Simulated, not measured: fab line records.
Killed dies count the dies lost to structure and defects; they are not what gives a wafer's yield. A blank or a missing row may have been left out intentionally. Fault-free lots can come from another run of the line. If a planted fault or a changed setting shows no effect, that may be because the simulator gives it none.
Split-lot trial	flow n5Finfet	7 lots, 21 wafers read, on a route of 1938 steps

## THE SPLIT ITSELF
At N5_BEOL_M5_PECVD_70 (deposits SiO2 from TEOS/O2, target thk 16 nm, time 18 s), the setting tempC was moved away from the recipe's 400 C on 6 of the 21 wafers read, by -2.3% to +3.4%. The other wafers ran this setting at the recipe's value.

The split's own step is where the reading is taken.

## THE READING
SiO2_of_BEOL_M5_PECVD_70.thkNm (the simulator's own value, which no gauge read), in nm, at N5_BEOL_M5_PECVD_70 (deposits SiO2 from TEOS/O2, target thk 16 nm, time 18 s). No usual value for it is given in the file. The 15 wafers here that ran the recipe average 16.0 nm, standard deviation 0.24 nm.

wafer	tool, chamber at the split	tempC as run, C	against the recipe	SiO2_of_BEOL_M5_PECVD_70.thkNm, nm	against lot-mates on the recipe
L078.2	pecvd-01, 1	400	recipe	15.6	-
L078.3	pecvd-01, 0	400	recipe	15.8	-
L078.4	pecvd-01, 0	391.3	-2.2%	16.8	+1.1
L079.3	pecvd-02, 1	413.5	+3.4%	14.6	-1.7
L079.4	pecvd-02, 2	400	recipe	16.2	-
L079.6	pecvd-02, 1	400	recipe	16.4	-
L085.2	pecvd-01, 2	390.8	-2.3%	16.8	+0.5
L085.3	pecvd-01, 0	400	recipe	16.2	-
L085.6	pecvd-01, 1	400	recipe	16.4	-
L089.1	pecvd-02, 2	400	recipe	15.6	-
L089.3	pecvd-02, 1	394.4	-1.4%	16.2	+0.4
L089.5	pecvd-02, 1	400	recipe	16	-
L088.2	pecvd-01, 1	400	recipe	16	-
L088.3	pecvd-01, 0	391.4	-2.2%	17	+1.0
L088.5	pecvd-01, 0	391.4	-2.2%	17.2	+1.2
L090.3	pecvd-01, 1	400	recipe	16	-
L090.5	pecvd-01, 1,2	400	recipe	16.2	-
L090.6	pecvd-01, 1,2	400	recipe	16.2	-
L093.2	pecvd-02, 2	400	recipe	16	-
L093.3	pecvd-02, 1	400	recipe	15.8	-
L093.5	pecvd-02, 0	400	recipe	16.2	-
The file does not say which wafer passed through which chamber wherever a row lists several chambers: such a row stands for several wafers.

FIT RESULTS
A straight line over all 21 wafers: SiO2_of_BEOL_M5_PECVD_70.thkNm changes by -0.404 nm for each +1% of tempC; r = -0.90; the points scatter about the line by 0.25 nm.
The same after taking each lot's own level away (the mean of its wafers on the recipe; 21 wafers): -0.452 nm for each +1%; r = -0.95; scatter 0.19 nm.
The reading moves by 1.5 nm for the largest change in tempC, on that fit.
From 15.70 to 16.30 nm: that is the span of the lots' own levels, equal to 2.5 times the standard deviation above.
So the slope is not independent of the lot-to-lot level: the two fits are not the same.
Check: -1.41 nm against its lot-mates is what the line predicts for one of the wafers moved furthest among these (+3.4%) when that wafer is left out of the fit. Against them it came out at -1.7 nm.

## FURTHER SPLITS ON THESE WAFERS
These wafers also went through other splits before the reading. Each is held against what the fit with the lots' levels taken away leaves over:
other split on the same wafers	wafers away from the commonest value	r with SiO2_of_BEOL_M5_PECVD_70.thkNm (lot level and that fit taken away)
N5_BEOL_M3_EXPOSE_08 doseMj	4	+0.61

## FILE'S OWN FIT
SiO2_of_BEOL_M5_PECVD_70.thkNm changes by -0.436 nm for each +1% of tempC, r = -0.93.
